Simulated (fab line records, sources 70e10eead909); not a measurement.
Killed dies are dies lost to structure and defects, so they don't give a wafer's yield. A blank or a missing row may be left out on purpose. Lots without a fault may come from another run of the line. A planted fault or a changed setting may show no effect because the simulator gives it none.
Which tool did it? | flow nand_harc | 24 lots, 72 wafers sampled, at 6 steps of a route of 1159

WHAT THE GAUGES READ, wafer by wafer
The record holds no reading of a measuring or inspecting step that can be judged against a usual standard deviation.

WHICH TOOL RAN EACH LOT (tool, then ch and the chambers of the sampled wafers, then the start)
lot  | NHARC_A_STAIRCASE_TRIM_191     | NHARC_A_STAIRCASE_ETCH_197     | NHARC_A_STAIRCASE_ETCH_221     | NHARC_A_STAIRCASE_ETCH_223     | NHARC_A_STAIRCASE_ETCH_227     | NHARC_A_STAIRCASE_ETCH_230
L075 | rie_diel-01 ch 0,1,2, no start | rie_diel-01 ch 0,1, no start   | rie_diel-13 ch 0,1,2, no start | rie_diel-13 ch 1,2,3, no start | rie_diel-13 ch 0,1,3, no start | rie_diel-01 ch 0,3, no start
L077 | rie_diel-13 ch 0,2, no start   | rie_diel-13 ch 1,3, no start   | rie_diel-13 ch 1,2, no start   | rie_diel-13 ch 0,1,3, no start | rie_diel-13 ch 0,2,3, no start | rie_diel-12 ch 1,2,3, no start
L076 | rie_diel-12 ch 0,1, no start   | rie_diel-12 ch 1,2,3, no start | rie_diel-12 ch 0,3, no start   | rie_diel-12 ch 0,2, no start   | rie_diel-12 ch 1,2,3, no start | rie_diel-12 ch 0,1,3, no start
L074 | rie_diel-01 ch 0,1,3, no start | rie_diel-01 ch 0,2,3, no start | rie_diel-01 ch 0,2,3, no start | rie_diel-01 ch 0,1,3, no start | rie_diel-01 ch 0,1,2, no start | rie_diel-13 ch 1,2,3, no start
L078 | rie_diel-13 ch 0,1,2, no start | rie_diel-13 ch 0,1,2, no start | rie_diel-12 ch 0,1,3, no start | rie_diel-12 ch 0,1,2, no start | rie_diel-12 ch 0,1,2, no start | rie_diel-01 ch 0,2,3, no start
L079 | rie_diel-01 ch 0,2, no start   | rie_diel-12 ch 0,3, no start   | rie_diel-12 ch 0,2, no start   | rie_diel-12 ch 0,1,3, no start | rie_diel-12 ch 0,1, no start   | rie_diel-12 ch 1,2,3, no start
L080 | rie_diel-12 ch 1,2,3, no start | rie_diel-12 ch 0,2, no start   | rie_diel-01 ch 0,1,2, no start | rie_diel-01 ch 0,2,3, no start | rie_diel-01 ch 1,2,3, no start | rie_diel-01 ch 1,2, no start
L081 | rie_diel-12 ch 0,1,3, no start | rie_diel-01 ch 1,2,3, no start | rie_diel-01 ch 1,2,3, no start | rie_diel-01 ch 0,2,3, no start | rie_diel-01 ch 0,1,3, no start | rie_diel-13 ch 0,1,3, no start
L082 | rie_diel-01 ch 0,2,3, no start | rie_diel-01 ch 1,2,3, no start | rie_diel-01 ch 2,3, no start   | rie_diel-01 ch 0,1,3, no start | rie_diel-01 ch 1,2,3, no start | rie_diel-12 ch 1,3, no start
L084 | rie_diel-13 ch 0,2,3, no start | rie_diel-12 ch 1,2,3, no start | rie_diel-13 ch 0,2,3, no start | rie_diel-13 ch 0,2,3, no start | rie_diel-13 ch 0,2,3, no start | rie_diel-12 ch 0,1,3, no start
L083 | rie_diel-12 ch 0,2,3, no start | rie_diel-01 ch 2,3, no start   | rie_diel-01 ch 0,3, no start   | rie_diel-01 ch 2,3, no start   | rie_diel-01 ch 0,1,3, no start | rie_diel-12 ch 1,2, no start
L085 | rie_diel-13 ch 0,1,2, no start | rie_diel-12 ch 0,1, no start   | rie_diel-13 ch 0,2,3, no start | rie_diel-13 ch 0,1,2, no start | rie_diel-13 ch 0,1,2, no start | rie_diel-13 ch 1,2,3, no start
L087 | rie_diel-12 ch 0,1, no start   | rie_diel-12 ch 0,1,3, no start | rie_diel-13 ch 0,1,2, no start | rie_diel-13 ch 0,1,3, no start | rie_diel-13 ch 0,2,3, no start | rie_diel-13 ch 0,1,2, no start
L088 | rie_diel-13 ch 0,1,2, no start | rie_diel-13 ch 0,1,3, no start | rie_diel-12 ch 0,1,2, no start | rie_diel-12 ch 0,1,3, no start | rie_diel-12 ch 0,1,3, no start | rie_diel-13 ch 1,2,3, no start
L086 | rie_diel-13 ch 0,1,3, no start | rie_diel-01 ch 0,3, no start   | rie_diel-13 ch 0,2, no start   | rie_diel-13 ch 0,1,3, no start | rie_diel-13 ch 0,3, no start   | rie_diel-13 ch 0,1, no start
L089 | rie_diel-01 ch 0,3, no start   | rie_diel-01 ch 0,3, no start   | rie_diel-13 ch 0,2, no start   | rie_diel-13 ch 0,1, no start   | rie_diel-13 ch 0,2, no start   | rie_diel-13 ch 0,1, no start
L094 | rie_diel-13 ch 0,2,3, no start | rie_diel-13 ch 0,1,3, no start | rie_diel-01 ch 0,2,3, no start | rie_diel-01 ch 1,2,3, no start | rie_diel-01 ch 0,2,3, no start | rie_diel-01 ch 0,1,2, no start
L090 | rie_diel-12 ch 1,3, no start   | rie_diel-13 ch 1,2, no start   | rie_diel-13 ch 0,1, no start   | rie_diel-13 ch 0,2,3, no start | rie_diel-13 ch 0,2,3, no start | rie_diel-13 ch 0,1,3, no start
L092 | rie_diel-13 ch 1,2, no start   | rie_diel-12 ch 2,3, no start   | rie_diel-13 ch 2,3, no start   | rie_diel-13 ch 2,3, no start   | rie_diel-13 ch 0,1,3, no start | rie_diel-01 ch 1,2, no start
L091 | rie_diel-12 ch 0,3, no start   | rie_diel-13 ch 1,2, no start   | rie_diel-13 ch 0,3, no start   | rie_diel-13 ch 1,2, no start   | rie_diel-13 ch 1,2,3, no start | rie_diel-12 ch 1,2, no start
L095 | rie_diel-13 ch 1,2,3, no start | rie_diel-12 ch 1,2, no start   | rie_diel-13 ch 0,3, no start   | rie_diel-13 ch 0,1, no start   | rie_diel-13 ch 1,2,3, no start | rie_diel-13 ch 0,1, no start
L096 | rie_diel-13 ch 1,2,3, no start | rie_diel-13 ch 0,1,2, no start | rie_diel-01 ch 0,1,2, no start | rie_diel-01 ch 0,2,3, no start | rie_diel-01 ch 0,1,2, no start | rie_diel-01 ch 1,2,3, no start
L093 | rie_diel-13 ch 1,2,3, no start | rie_diel-01 ch 1,2, no start   | rie_diel-12 ch 1,2, no start   | rie_diel-12 ch 1,3, no start   | rie_diel-12 ch 2,3, no start   | rie_diel-13 ch 0,3, no start
L097 | rie_diel-12 ch 0,2,3, no start | rie_diel-01 ch 0,1,2, no start | rie_diel-01 ch 0,2,3, no start | rie_diel-01 ch 0,3, no start   | rie_diel-01 ch 1,2, no start   | rie_diel-01 ch 0,3, no start
- NHARC_A_STAIRCASE_TRIM_191: chemistry O2, time 211.2 s.
- NHARC_A_STAIRCASE_ETCH_197: etches the open film in C4F8/O2, target depth 100 nm, time 40.5 s.
- NHARC_A_STAIRCASE_ETCH_221: etches the open film in C4F8/O2, target depth 100 nm, time 40.5 s.
- NHARC_A_STAIRCASE_ETCH_223: etches the open film in C4F8/O2, target depth 100 nm, time 40.5 s.
- NHARC_A_STAIRCASE_ETCH_227: etches the open film in C4F8/O2, target depth 100 nm, time 40.5 s.
- NHARC_A_STAIRCASE_ETCH_230: etches the open film in C4F8/O2, target depth 100 nm, time 40.5 s.

WHAT THE TOOLS THEMSELVES READ (means of the sampled wafers that have a number; where no wafer has one, the mark that the record gives instead)
NHARC_A_STAIRCASE_TRIM_191. Usual: drypump_motor_current_A 5.8 A, standard deviation 0.46; oes_product_au 1.000 a.u., standard deviation 0.008; rf_vpp_V 57.8 V, standard deviation 0.92; showerhead_plenum_p_Torr 3.56 Torr, standard deviation 0.18; throttle_valve_pct 17.036 %, standard deviation 0.0091.
lot  | tool        | drypump_motor_current_A (A) | oes_product_au (a.u.) | rf_vpp_V (V) | showerhead_plenum_p_Torr (Torr) | throttle_valve_pct (%) | flag
L075 | rie_diel-01 | 5.8                         | 0.999                 | 57.9         | 3.45                            | 17.044                 |
L077 | rie_diel-13 | 5.6                         | 0.999                 | 57.4         | 3.43                            | 17.032                 |
L076 | rie_diel-12 | 6.0                         | 0.992                 | 56.8         | 3.48                            | 17.036                 |
L074 | rie_diel-01 | 5.8                         | 1.008                 | 57.9         | 3.59                            | 17.035                 |
L078 | rie_diel-13 | 5.7                         | 0.998                 | 58.3         | 3.55                            | 17.036                 |
L079 | rie_diel-01 | 5.7                         | 1.001                 | 56.3         | 3.33                            | 17.041                 |
L080 | rie_diel-12 | 5.9                         | 0.990                 | 58.0         | 3.50                            | 17.037                 |
L081 | rie_diel-12 | 6.0                         | 0.998                 | 56.9         | 3.52                            | 17.027                 |
L082 | rie_diel-01 | 5.7                         | 1.000                 | 57.3         | 3.48                            | 17.032                 |
L084 | rie_diel-13 | 5.7                         | 1.001                 | 58.1         | 3.61                            | 17.035                 |
L083 | rie_diel-12 | 6.0                         | 0.997                 | 58.3         | 3.57                            | 17.034                 |
L085 | rie_diel-13 | 5.6                         | 1.001                 | 58.1         | 3.72                            | 17.042                 |
L087 | rie_diel-12 | 6.0                         | 1.000                 | 57.7         | 3.47                            | 17.032                 |
L088 | rie_diel-13 | 5.6                         | 1.002                 | 58.8         | 3.72                            | 17.046                 |
L086 | rie_diel-13 | 5.7                         | 1.001                 | 58.1         | 3.56                            | 17.029                 |
L089 | rie_diel-01 | 5.7                         | 1.005                 | 57.7         | 3.46                            | 17.044                 |
L094 | rie_diel-13 | 5.6                         | 1.015                 | 57.7         | 3.60                            | 17.025                 |
L090 | rie_diel-12 | 5.9                         | 0.996                 | 56.9         | 3.44                            | 17.038                 |
L092 | rie_diel-13 | 6.1                         | 1.015                 | 58.4         | 3.74                            | 17.033                 |
L091 | rie_diel-12 | 6.2                         | 0.993                 | 58.4         | 3.62                            | 17.033                 |
L095 | rie_diel-13 | 6.1                         | 0.995                 | 58.3         | 3.58                            | 17.036                 |
L096 | rie_diel-13 | 6.1                         | 1.005                 | 56.6         | 3.58                            | 17.049                 |
L093 | rie_diel-13 | 6.1                         | 1.006                 | 57.8         | 3.58                            | 17.034                 |
L097 | rie_diel-12 | 6.0                         | 0.994                 | 57.7         | 3.55                            | 17.033                 |

NHARC_A_STAIRCASE_ETCH_197. Usual: oes_product_au 0.945 a.u., standard deviation 0.014; rf_vpp_V 896 V, standard deviation 6.5.
lot  | tool        | oes_product_au (a.u.) | rf_vpp_V (V) | flag
L075 | rie_diel-01 | 0.949                 | 893          |
L077 | rie_diel-13 | 0.930                 | 892          |
L076 | rie_diel-12 | 0.935                 | 895          |
L074 | rie_diel-01 | 0.940                 | 894          |
L078 | rie_diel-13 | 0.956                 | 897          |
L079 | rie_diel-12 | 0.974                 | 900          |
L080 | rie_diel-12 | 0.934                 | 896          |
L081 | rie_diel-01 | 0.950                 | 897          |
L082 | rie_diel-01 | 0.935                 | 898          |
L084 | rie_diel-12 | 0.959                 | 895          |
L083 | rie_diel-01 | 0.948                 | 898          |
L085 | rie_diel-12 | 0.941                 | 894          |
L087 | rie_diel-12 | 0.928                 | 895          |
L088 | rie_diel-13 | 0.942                 | 896          |
L086 | rie_diel-01 | 0.950                 | 893          |
L089 | rie_diel-01 | 0.955                 | 893          |
L094 | rie_diel-13 | 0.936                 | 897          |
L090 | rie_diel-13 | 0.951                 | 901          |
L092 | rie_diel-12 | 0.956                 | 898          |
L091 | rie_diel-13 | 0.932                 | 901          |
L095 | rie_diel-12 | 0.922                 | 892          |
L096 | rie_diel-13 | 0.943                 | 903          |
L093 | rie_diel-01 | 0.947                 | 897          |
L097 | rie_diel-01 | 0.971                 | 891          |

NHARC_A_STAIRCASE_ETCH_221. Usual: oes_product_au 0.938 a.u., standard deviation 0.012; rf_vpp_V 897 V, standard deviation 6.9.
lot  | tool        | oes_product_au (a.u.) | rf_vpp_V (V) | flag
L075 | rie_diel-13 | 0.930                 | 897          |
L077 | rie_diel-13 | 0.933                 | 896          |
L076 | rie_diel-12 | 0.949                 | 899          |
L074 | rie_diel-01 | 0.931                 | 894          |
L078 | rie_diel-12 | 0.936                 | 895          |
L079 | rie_diel-12 | 0.936                 | 896          |
L080 | rie_diel-01 | 0.941                 | 893          |
L081 | rie_diel-01 | 0.945                 | 898          |
L082 | rie_diel-01 | 0.928                 | 894          |
L084 | rie_diel-13 | 0.945                 | 900          |
L083 | rie_diel-01 | 0.953                 | 900          |
L085 | rie_diel-13 | 0.945                 | 899          |
L087 | rie_diel-13 | 0.932                 | 902          |
L088 | rie_diel-12 | 0.946                 | 893          |
L086 | rie_diel-13 | 0.953                 | 905          |
L089 | rie_diel-13 | 0.922                 | 903          |
L094 | rie_diel-01 | 0.944                 | 893          |
L090 | rie_diel-13 | 0.920                 | 900          |
L092 | rie_diel-13 | 0.927                 | 894          |
L091 | rie_diel-13 | 0.927                 | 893          |
L095 | rie_diel-13 | 0.926                 | 898          |
L096 | rie_diel-01 | 0.948                 | 891          |
L093 | rie_diel-12 | 0.933                 | 892          |
L097 | rie_diel-01 | 0.927                 | 893          |

NHARC_A_STAIRCASE_ETCH_223. Usual: oes_product_au 0.940 a.u., standard deviation 0.0087; rf_vpp_V 896 V, standard deviation 7.
lot  | tool        | oes_product_au (a.u.) | rf_vpp_V (V) | flag
L075 | rie_diel-13 | 0.937                 | 892          |
L077 | rie_diel-13 | 0.944                 | 897          |
L076 | rie_diel-12 | 0.943                 | 896          |
L074 | rie_diel-01 | 0.941                 | 898          |
L078 | rie_diel-12 | 0.943                 | 894          |
L079 | rie_diel-12 | 0.934                 | 895          |
L080 | rie_diel-01 | 0.938                 | 894          |
L081 | rie_diel-01 | 0.954                 | 893          |
L082 | rie_diel-01 | 0.946                 | 897          |
L084 | rie_diel-13 | 0.944                 | 899          |
L083 | rie_diel-01 | 0.931                 | 894          |
L085 | rie_diel-13 | 0.933                 | 904          |
L087 | rie_diel-13 | 0.931                 | 897          |
L088 | rie_diel-12 | 0.951                 | 895          |
L086 | rie_diel-13 | 0.940                 | 897          |
L089 | rie_diel-13 | 0.932                 | 901          |
L094 | rie_diel-01 | 0.933                 | 897          |
L090 | rie_diel-13 | 0.939                 | 898          |
L092 | rie_diel-13 | 0.942                 | 893          |
L091 | rie_diel-13 | 0.936                 | 903          |
L095 | rie_diel-13 | 0.932                 | 901          |
L096 | rie_diel-01 | 0.940                 | 893          |
L093 | rie_diel-12 | 0.939                 | 897          |
L097 | rie_diel-01 | 0.931                 | 898          |

NHARC_A_STAIRCASE_ETCH_227. Usual: oes_product_au 0.940 a.u., standard deviation 0.0097; rf_vpp_V 897 V, standard deviation 6.9.
lot  | tool        | oes_product_au (a.u.) | rf_vpp_V (V) | flag
L075 | rie_diel-13 | 0.937                 | 897          |
L077 | rie_diel-13 | 0.944                 | 892          |
L076 | rie_diel-12 | 0.941                 | 895          |
L074 | rie_diel-01 | 0.948                 | 892          |
L078 | rie_diel-12 | 0.938                 | 893          |
L079 | rie_diel-12 | 0.944                 | 892          |
L080 | rie_diel-01 | 0.929                 | 899          |
L081 | rie_diel-01 | 0.947                 | 899          |
L082 | rie_diel-01 | 0.956                 | 898          |
L084 | rie_diel-13 | 0.947                 | 899          |
L083 | rie_diel-01 | 0.936                 | 897          |
L085 | rie_diel-13 | 0.928                 | 904          |
L087 | rie_diel-13 | 0.944                 | 897          |
L088 | rie_diel-12 | 0.947                 | 896          |
L086 | rie_diel-13 | 0.943                 | 893          |
L089 | rie_diel-13 | 0.938                 | 904          |
L094 | rie_diel-01 | 0.941                 | 893          |
L090 | rie_diel-13 | 0.934                 | 898          |
L092 | rie_diel-13 | 0.932                 | 897          |
L091 | rie_diel-13 | 0.929                 | 897          |
L095 | rie_diel-13 | 0.953                 | 898          |
L096 | rie_diel-01 | 0.936                 | 892          |
L093 | rie_diel-12 | 0.940                 | 900          |
L097 | rie_diel-01 | 0.929                 | 893          |

NHARC_A_STAIRCASE_ETCH_230. Usual: oes_product_au 0.943 a.u., standard deviation 0.015; rf_vpp_V 897 V, standard deviation 6.6.
lot  | tool        | oes_product_au (a.u.) | rf_vpp_V (V) | flag
L075 | rie_diel-01 | 0.934                 | 893          |
L077 | rie_diel-12 | 0.915                 | 895          |
L076 | rie_diel-12 | 0.937                 | 896          |
L074 | rie_diel-13 | 0.965                 | 892          |
L078 | rie_diel-01 | 0.931                 | 895          |
L079 | rie_diel-12 | 0.949                 | 894          |
L080 | rie_diel-01 | 0.937                 | 897          |
L081 | rie_diel-13 | 0.956                 | 897          |
L082 | rie_diel-12 | 0.919                 | 897          |
L084 | rie_diel-12 | 0.973                 | 896          |
L083 | rie_diel-12 | 0.975                 | 890          |
L085 | rie_diel-13 | 0.938                 | 898          |
L087 | rie_diel-13 | 0.927                 | 903          |
L088 | rie_diel-13 | 0.948                 | 898          |
L086 | rie_diel-13 | 0.936                 | 901          |
L089 | rie_diel-13 | 0.945                 | 902          |
L094 | rie_diel-01 | 0.941                 | 892          |
L090 | rie_diel-13 | 0.938                 | 897          |
L092 | rie_diel-01 | 0.928                 | 893          |
L091 | rie_diel-12 | 0.955                 | 892          |
L095 | rie_diel-13 | 0.943                 | 901          |
L096 | rie_diel-01 | 0.933                 | 899          |
L093 | rie_diel-13 | 0.942                 | 893          |
L097 | rie_diel-01 | 0.945                 | 894          |

THE ANSWER, worked out from the rows above alone
Rule: a lot is off if the mean of its wafers that have a number lies more than 3 standard deviations from the usual mean. A lot without any number at a reading at which 4 lots or more have one is off too. The other lots that the step has rows for count as sound. The gauges are gone through in route order, then the tools' own readings, and for those a lot's mean is taken as printed above. The first step at which some lot is off is used, and at that step the reading that is off furthest; a lot without a number counts as furthest.
No lot is off at any reading shown: from this, nothing can be told.

WHAT THE SIMULATOR HAD PUT IN
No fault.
